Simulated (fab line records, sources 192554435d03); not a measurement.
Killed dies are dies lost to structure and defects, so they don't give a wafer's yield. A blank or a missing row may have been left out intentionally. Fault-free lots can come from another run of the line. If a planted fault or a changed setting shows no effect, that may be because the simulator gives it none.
fab line records    flow n5Finfet    part 2 of 2: steps 25 to 39 of 39
record: lots: 5  wafers: 15  lastDay: 17
route steps=1938 shown BEOL_M12@1652 BEOL_M13@1659
lots untouched by any fault: they come from a run of this same line in which no faults occurred
startH: the number of hours between the record's first day and the start of the first shown wafer of the lot    waitH: hours since the lot's step before    " the same as in the row above    L1.1+2: a row that stands for several wafers    - value missing, or start not given    * or withheld: withheld    < > ~ a bound
route shown NAME@n: a module of which the file shows steps, and the number in the route of the first    usual: average and standard deviation across the fault-free wafers    same: alike in all rows    chamber/n: place in a boat    sites: the reading at each site    _std_site: how widely they spread, as a standard deviation    _edge_site: outer sites' mean less inner sites'    radiusMm: for every site, how far away it sits from the centre of the wafer    mask NAME#n: copy n    behind: the tool/chamber that last shaped the wafer    hold: the reason the lot was held/the length of the hold in hours/how it ended    device: names the non-switching transistor (n, p or np)    end of line: tests run on the same wafers once the route is complete    where a step has no rows: the recipe by itself    killed: at the first sort, the dies lost to defects and structure; wafer yield is something else    map: the dies of a wafer, with x for killed, . for not killed, _ for no die there
set.NAME: the setting that was run; set.NAME@STEP: the one run at that earlier step    model.NAME: the simulator's own value behind a step, which no gauge read
certain route steps with their lots: each step a table, each wafer a row
services: a tool's chamber out of use, with start hour (startH, from the record's first day; less than 0 if before it), hours out, and reason
== steps ==
step: N5_BEOL_M13_STRIP_64
recipe: chemistry: N2/H2  powerW: 1000  tempC: 250  h2Frac: 0.65  overashFraction: 0.3  pressureMtorr: withheld  n2FlowSccm: 1750  h2FlowSccm: 3250
usual: drypumpMotorCurrentA: 6.0/0.54  heaterPowerW: 324/32  oesProductAu: 0.715/0.0047  stripTimeToEndpointS: 31.32/0.066
lot.wafer  tool            chamber  startH  waitH  drypumpMotorCurrentA  heaterPowerW  oesProductAu  rfHoursCounterH  stripTimeToEndpointS
L076.1     plasmaAsher-01  1        241.46  0.0    5.6                   388           0.719         124              31.35
L076.4     "               0        "       "      6.5                   312           0.719         -                31.34
L076.6     "               0        "       "      6.5                   308           0.711         -                31.30
L089.1     plasmaAsher-02  0        330.81  0.0    6.6                   297           0.716         82               31.31
L089.2     "               1        "       "      5.4                   294           0.717         82               31.29
L089.6     "               1        "       "      5.4                   304           0.713         -                31.33
L092.1     plasmaAsher-01  1        352.26  0.0    5.6                   373           0.712         145              31.35
L092.3     "               1        "       "      5.6                   382           0.720         -                31.28
L092.4     "               0        "       "      6.5                   320           0.710         -                31.35
L091.2     plasmaAsher-01  1        358.47  0.0    5.6                   378           0.721         146              31.36
L091.4     "               0        "       "      6.5                   313           0.717         -                31.37
L091.5     "               0        "       "      6.5                   318           0.712         -                31.38
L094.4     plasmaAsher-02  0        379.47  0.0    6.7                   303           0.714         -                31.42
L094.5     "               1        "       "      5.4                   301           0.708         -                31.38
L094.6     "               0        "       "      6.6                   293           0.722         -                31.46
step: N5_BEOL_M13_STRIP_71
recipe: chemistry: postEtchResidueRemover  timeS: 60  tempC: 25  removerPh: withheld  removerWaterWtPct: withheld  removerFluorideWtPct: withheld
lot.wafer   tool         chamber  startH  waitH
L076.1+4+6  wetBench-04  6,2,7    241.54  0.1
L089.1+2+6  wetBench-01  5,4,1    330.89  0.1
L092.1+3+4  wetBench-01  0,6,5    352.35  0.1
L091.2+4+5  wetBench-01  2,5,0    358.56  0.1
L094.4+5+6  wetBench-02  4,1,2    379.54  0.0
step: N5_BEOL_M13_SRD_72
recipe: timeS: 30  tempC: 23  rinseLiquid: diw  dry: n2Spin  spinRpm: 1500  dryTimeS: 30
usual: bathHeatDutyPct: 3.7/0.56
lot.wafer  tool         chamber  startH  waitH  bathHeatDutyPct
L076.1     wetBench-04  6        241.58  0.0    3.1
L076.4     "            2        "       "      3.2
L076.6     "            7        "       "      4.6
L089.1     wetBench-01  5        330.92  0.0    4.1
L089.2     "            4        "       "      3.6
L089.6     "            1        "       "      4.9
L092.1     wetBench-01  0        352.37  0.0    3.4
L092.3     "            6        "       "      4.0
L092.4     "            5        "       "      4.5
L091.2     wetBench-01  2        358.57  0.0    3.4
L091.4     "            5        "       "      4.0
L091.5     "            0        "       "      3.9
L094.4     wetBench-02  4        379.56  0.0    3.4
L094.5     "            1        "       "      4.8
L094.6     "            2        "       "      3.3
step: N5_BEOL_M13_CD_MEAS_17
recipe: targetCdNm: 190  polarity: opening
usual: cdNm: 189.8/1.2
lot.wafer  tool      chamber  startH  waitH  cdNm
L076.1     cdSem-03  -        241.64  0.0    187.3
L076.4     "         -        "       "      187.4
L076.6     "         -        "       "      187.6
L089.1     cdSem-02  -        330.96  0.0    189.0
L089.2     "         -        "       "      188.5
L089.6     "         -        "       "      190.1
L092.1     cdSem-02  -        352.40  0.0    189.5
L092.3     "         -        "       "      189.5
L092.4     "         -        "       "      188.6
L091.2     cdSem-02  -        358.62  0.0    189.9
L091.4     "         -        "       "      188.8
L091.5     "         -        "       "      188.3
L094.4     cdSem-02  -        379.60  0.0    190.6
L094.5     "         -        "       "      189.1
L094.6     "         -        "       "      189.0
step: N5_BEOL_M13_COAT_65
recipe: resist: SOC  tempC: 250  timeS: 60  spinRpm: 1500  resistThkNm: 350
lot.wafer   tool           chamber  startH  waitH
L076.1+4+6  lithoTrack-05  0        241.68  0.0
L089.1+2+6  lithoTrack-03  0        331.00  0.0
L092.1+3+4  lithoTrack-05  0        352.44  0.0
L091.2+4+5  lithoTrack-05  0        358.65  0.0
L094.4+5+6  lithoTrack-05  0        379.64  0.0
step: N5_BEOL_M13_COAT_66
recipe: resist: SiARC  tempC: 220  timeS: 60  spinRpm: 1500  resistThkNm: 110
lot.wafer   tool           chamber  startH  waitH
L076.1+4+6  lithoTrack-05  0        -       -
L089.1+2+6  lithoTrack-03  0        -       -
L092.1+3+4  lithoTrack-05  0        -       -
L091.2+4+5  lithoTrack-05  0        -       -
L094.4+5+6  lithoTrack-05  0        -       -
step: N5_BEOL_M13_COAT_22
recipe: spinRpm: 2888  resistThkNm: 300
lot.wafer   tool           chamber  startH  waitH
L076.1+4+6  lithoTrack-05  0        -       -
L089.1+2+6  lithoTrack-03  0        -       -
L092.1+3+4  lithoTrack-05  0        -       -
L091.2+4+5  lithoTrack-05  0        -       -
L094.4+5+6  lithoTrack-05  0        -       -
step: N5_BEOL_M13_EBR_24
recipe: solvent: PGMEA  ebrWidthMm: 1.5
lot.wafer   tool           chamber  startH  waitH
L076.1+4+6  lithoTrack-05  0        -       -
L089.1+2+6  lithoTrack-03  0        -       -
L092.1+3+4  lithoTrack-05  0        -       -
L091.2+4+5  lithoTrack-05  0        -       -
L094.4+5+6  lithoTrack-05  0        -       -
step: N5_BEOL_M13_SOFTBAKE_23
recipe: tempC: 130  timeS: 60
lot.wafer   tool           chamber  startH  waitH
L076.1+4+6  lithoTrack-05  0        -       -
L089.1+2+6  lithoTrack-03  0        -       -
L092.1+3+4  lithoTrack-05  0        -       -
L091.2+4+5  lithoTrack-05  0        -       -
L094.4+5+6  lithoTrack-05  0        -       -
step: N5_BEOL_M13_EXPOSE_25
recipe: maskId: M13  na: 0.93  sourceShape: conventional  sigmaOuter: 0.4  polarization: unpolarized  targetCdNm: 210  doseMj: 22
same: sigmaOuter: 0.4
lot.wafer   tool           chamber  startH  waitH  mask
L076.1+4+6  krfScanner-01  0        241.92  -      M13#0
L089.1+2+6  krfScanner-02  0        331.24  -      M13#0
L092.1+3+4  krfScanner-01  0        352.56  -      M13#0
L091.2+4+5  krfScanner-01  0        358.80  -      M13#0
L094.4+5+6  krfScanner-02  0        379.90  -      M13#0
step: N5_BEOL_M13_PEB_26
recipe: pebTempC: 130  pebTimeS: 90
lot.wafer   tool           chamber  startH  waitH
L076.1+4+6  lithoTrack-02  0        241.98  0.1
L089.1+2+6  lithoTrack-03  0        331.30  0.1
L092.1+3+4  lithoTrack-02  0        352.62  0.1
L091.2+4+5  lithoTrack-03  0        358.85  0.0
L094.4+5+6  lithoTrack-05  0        379.94  0.0
step: N5_BEOL_M13_DEVELOP_27
recipe: developTimeS: 45  rinseLiquid: diw  dry: airSpin  devTempC: 21
lot.wafer   tool           chamber  startH  waitH
L076.1+4+6  lithoTrack-02  0        -       -
L089.1+2+6  lithoTrack-03  0        -       -
L092.1+3+4  lithoTrack-02  0        -       -
L091.2+4+5  lithoTrack-03  0        -       -
L094.4+5+6  lithoTrack-05  0        -       -
step: N5_BEOL_M13_HARDBAKE_32
recipe: tempC: 130  timeS: 120
lot.wafer   tool           chamber  startH  waitH
L076.1+4+6  lithoTrack-02  0        -       -
L089.1+2+6  lithoTrack-03  0        -       -
L092.1+3+4  lithoTrack-02  0        -       -
L091.2+4+5  lithoTrack-03  0        -       -
L094.4+5+6  lithoTrack-05  0        -       -
step: N5_BEOL_M13_CD_MEAS_28
recipe: targetCdNm: 209.5  landingEnergyEv: 500  detector: seInlens
usual: cdNm: 209.3/0.92
same: landingEnergyEv: 500
lot.wafer  tool      chamber  startH  waitH  cdNm
L076.1     cdSem-02  0        242.10  -      207.0
L076.4     "         0        "       "      208.2
L076.6     "         0        "       "      208.6
L089.1     cdSem-03  0        331.41  -      208.9
L089.2     "         0        "       "      208.8
L089.6     "         0        "       "      208.3
L092.1     cdSem-03  0        352.73  -      210.2
L092.3     "         0        "       "      209.2
L092.4     "         0        "       "      211.1
L091.2     cdSem-01  0        358.96  -      210.4
L091.4     "         0        "       "      209.8
L091.5     "         0        "       "      208.7
L094.4     cdSem-01  0        380.06  -      209.5
L094.5     "         0        "       "      210.0
L094.6     "         0        "       "      209.4
step: N5_BEOL_M13_OVL_MEAS_29
recipe: pointsPerWafer: 44
usual: M13_OVL: -4/5.9
lot.wafer  tool        chamber  startH  waitH  M13_OVL[nm]
L076.1     overlay-01  0        242.13  0.0    1
L076.4     "           0        "       "      -4
L076.6     "           0        "       "      -15
L089.1     overlay-01  0        331.44  0.0    -4
L089.2     "           0        "       "      10
L089.6     "           0        "       "      6
L092.1     overlay-01  0        352.80  0.1    -5
L092.3     "           0        "       "      -8
L092.4     "           0        "       "      -11
L091.2     overlay-01  0        358.99  0.0    -5
L091.4     "           0        "       "      -4
L091.5     "           0        "       "      -7
L094.4     overlay-02  0        380.08  0.0    3
L094.5     "           0        "       "      -1
L094.6     "           0        "       "      3
== services ==
tool            chamber  startH  hours  kind
cmp-01          -        217.95  2.7    repair
wetBench-01     -        227.93  1.0    repair
rieDiel-06      0        235.18  4.9    repair
krfScanner-02   -        239.64  0.6    repair
krfScanner-02   -        261.91  0.8    pm
rieDiel-03      0        268.47  1.5    repair
rieDiel-05      0        280.12  21.8   repair
pecvd-04        -        288.27  0.8    pm
krfScanner-01   -        292.83  1.0    pm
krfScanner-01   -        296.84  4.5    repair
krfScanner-01   -        307.10  0.8    pm
pecvd-02        -        307.65  14.6   pm
pecvd-01        -        308.01  1.3    repair
cmp-01          -        308.32  0.7    repair
plasmaAsher-01  -        313.64  3.1    repair
krfScanner-02   -        315.73  1.3    pm
pecvd-04        0        319.67  12.2   repair
krfScanner-02   -        328.61  1.0    pm
rieDiel-06      2        329.05  5.4    repair
krfScanner-01   -        329.61  1.3    pm
pecvd-01        -        330.68  2.8    pm
krfScanner-01   -        346.28  4.4    pm
rieDiel-05      2        354.62  15.6   repair
pecvd-04        2        378.72  11.0   repair
